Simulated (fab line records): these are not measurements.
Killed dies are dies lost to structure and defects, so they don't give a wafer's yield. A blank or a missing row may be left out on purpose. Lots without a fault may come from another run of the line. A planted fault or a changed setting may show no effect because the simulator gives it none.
A struck lot beside a sound one -- flow n5_finfet -- 14 out of 1938 route steps
Sound: wafers L770.4, L770.5, L770.6. Struck: wafer L786.2 (left out: L786.3, L786.6 of the same lot, which were not struck); the cause appears at the end.
Each step with rows lists, per side, the tool, then ch with its chambers, then its first start. Under that, the readings that differ: sound wafers -- struck wafers -- difference of the means -- sigmas: that difference in standard deviations of wafers without a fault.
alike: same words and numbers on both sides, and readings whose means sit less than 2 such deviations apart. not compared: any withheld reading, any reading some wafer has no value for, any bound like >300 that may hide the same value, and any number with overlapping values for which the record gives no deviation.
The two part at a step that has a row with sigmas, a row that says differs or no value, or rows on one side only. Non-overlapping numbers with no deviation appear without sigmas and do not part them. A reading missing from all wafers of one side parts the sides only when that side holds two or more wafers.

first, 3 steps without rows for these wafers: N5_BEOL_M12_PRECLEAN_39 (cleans in residue remover, time 60 s); N5_BEOL_M12_SRD_40 (time 30 s, dry time 30 s); N5_BEOL_M12_DEGAS_41 (time 60 s).
N5_BEOL_M12_PRE_CLEAN_42: time 30 s.
  sound on pvd_sputter-02, day 11 01:28; struck on pvd_sputter-01, day 15 01:38
  alike: heater_power_w
then, 1 step without rows for these wafers: N5_BEOL_M12_SPUTTER_43 (material TaN, target thk 15 nm, time 24.19 s).
N5_BEOL_M12_SPUTTER_44: material Ta, target thk 10 nm, time 16.13 s.
  sound on pvd_sputter-02, day 11 01:35; struck on pvd_sputter-01, day 15 01:46
  alike: throttle_valve_pct
N5_BEOL_M12_SPUTTER_45: material Cu, target thk 80 nm, time 13.33 s.
  sound on pvd_sputter-02, day 11 01:40; struck on pvd_sputter-01, day 15 01:50
  alike: chuck_sensor_temp_C, throttle_valve_pct
then, 1 step without rows for these wafers: N5_BEOL_M12_ECD_47 (material Cu, target thk 720 nm).
N5_BEOL_M12_ANNEAL_48: time 90 s.
  sound on rtp_anneal-01 ch 0, day 11 02:03; struck on rtp_anneal-01 ch 0, day 15 02:09
  alike: wafer_temp_C_max
N5_BEOL_M12_CMP_49: polishes, stops on SiOC, t overpolish 20.6 s, target thk 320 nm.
  sound on cmp-02 ch 0,1,3, day 11 02:20; struck on cmp-04 ch 2, day 15 02:24
  alike: barrier_field_endpoint_s, motor_current_A, overpolish_run_s, slurry_filter_dp_kPa
N5_BEOL_M12_THK_MEAS_50: measures by xrf.
  sound on film_metro-01, day 11 02:32; struck on film_metro-01, day 15 02:41
  alike: M12_THK
then, 1 step without rows for these wafers: N5_BEOL_M12_PRE_CLEAN_52 (time 15 s).
N5_BEOL_M12_DEP_53: deposits SiCN from 3MS/NH3, target thk 30 nm, time 10.5 s.
  sound on pecvd-01 ch 0,1,2, day 11 02:36; struck on pecvd-03 ch 2, day 15 02:46
reading,sound,struck,difference,sigmas
model.SiCN_of_BEOL_M12_DEP_53.thk_nm (nm),30.2 29.8 30,30.8,+0.8,
  alike: showerhead_plenum_p_Torr, throttle_valve_pct
N5_BEOL_M12_RS_MEAS_54: the measuring method here is four-point-probe.
  sound on film_metro-01, day 11 02:39; struck on film_metro-02, day 15 02:49
  alike: M12_RS

== WHERE THEY PART ==
Nowhere in this record.

WHY: what the simulator had put in
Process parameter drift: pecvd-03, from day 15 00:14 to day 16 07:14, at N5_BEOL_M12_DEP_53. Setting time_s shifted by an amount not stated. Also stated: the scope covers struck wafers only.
